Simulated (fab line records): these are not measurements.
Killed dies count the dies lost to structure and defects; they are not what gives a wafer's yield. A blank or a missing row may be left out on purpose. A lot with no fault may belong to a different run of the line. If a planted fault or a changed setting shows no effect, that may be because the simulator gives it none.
Comparing a struck lot with a sound one / flow nandHarc / 14 steps out of a route of 1159
Sound: wafers L199.2, L199.3, L199.6. Wafers L207.2, L207.4, L207.5 were the ones struck. At the end, the cause is stated.
Per side, at each step with rows, come the tool, then ch with its chambers, and then its first start. Under that, the readings that differ: sound wafers / struck wafers / difference of the means / sigmas: that difference in standard deviations of wafers without a fault.
alike: readings whose means differ by less than 2 such deviations, and words and numbers that are the same on both sides. not compared: withheld readings, readings that some wafer has no value for, bounds like >300 that may hide the same value, and numbers for which the record gives no deviation and whose values overlap.
The two part at a step that has a row with sigmas, a row that says differs or no value, or rows on one side only. Non-overlapping numbers with no deviation appear without sigmas and do not part them. Lack of a reading on every wafer of one side parts them only where that side has two or more wafers.

first, 2 steps without rows for these wafers: NHARC_A_SOURCE_PLATE_CVD_03 (deposits poly-Si, target thk 200 nm, time 4000 s); NHARC_A_SOURCE_PLATE_ANNEAL_05 (time 1800 s).
NHARC_A_SOURCE_PLATE_THK_MEAS_06: measures by ellipsometry.
  sound on filmMetro-02, day 7 05:25; struck on filmMetro-02, day 9 08:51
  alike: thkNm
NHARC_A_SOURCE_PLATE_INSPECT_08:
  sound on defectInspect-02, day 7 05:29; struck on defectInspect-01, day 9 08:55
  alike: rawDefectCount
then NHARC_A_ONON_D1_DEP_00 (target thk 1000 nm), 1 step lacking rows for these wafers.
NHARC_A_ONON_D1_THK_MEAS_02: measures by ellipsometry.
  sound on filmMetro-01, day 7 06:04; struck on filmMetro-02, day 9 09:30
  alike: thkNm
then NHARC_A_ONON_D1_DEP_03 (target thk 1000 nm), 1 step lacking rows for these wafers.
NHARC_A_ONON_D1_THK_MEAS_05: measures by ellipsometry.
  sound on filmMetro-02, day 7 06:38; struck on filmMetro-01, day 9 10:04
  alike: thkNm
then NHARC_A_ONON_D1_DEP_06 (target thk 1000 nm), 1 step lacking rows for these wafers.
NHARC_A_ONON_D1_THK_MEAS_08: measures by ellipsometry.
  sound on filmMetro-02, day 7 07:11; struck on filmMetro-02, day 9 10:38
  alike: thkNm
NHARC_A_ONON_D1_DEP_09: target thk 1000 nm.
  sound on pecvdOnon-04 ch 0, day 7 07:18; struck on pecvdOnon-04 ch 0, day 9 10:44
reading=n2oFlowSccm (sccm); sound=2008 2006 2004; struck=1995 1994 1988; difference=-14; sigmas=-2
NHARC_A_ONON_D1_THK_MEAS_11: measures by ellipsometry.
  sound on filmMetro-02, day 7 07:45; struck on filmMetro-01, day 9 11:11
reading=thkNm (nm); sound=991 990 989; struck=710 711 711; difference=-279; sigmas=-31
then NHARC_A_ONON_D1_DEP_12 (target thk 1000 nm), 1 step lacking rows for these wafers.
-- the record jumps here: 12 days lie between the struck wafers' starts before and after (it left off in module A_ONON_D1 and takes up again in module END, whose first step shown is number 1159 of the route) --
NHARC_END_SORT_01:
  at this point the record logs the struck wafers (prober-02 ch 0, day 21 16:16) and has no rows for the sound ones

== WHERE THEY PART ==
Earliest at NHARC_A_ONON_D1_DEP_09; latest, in this record, at NHARC_END_SORT_01.

WHY: whatever the simulator had introduced
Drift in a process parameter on pecvdOnon-04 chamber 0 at NHARC_A_ONON_D1_DEP_09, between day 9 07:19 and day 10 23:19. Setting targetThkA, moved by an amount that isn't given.
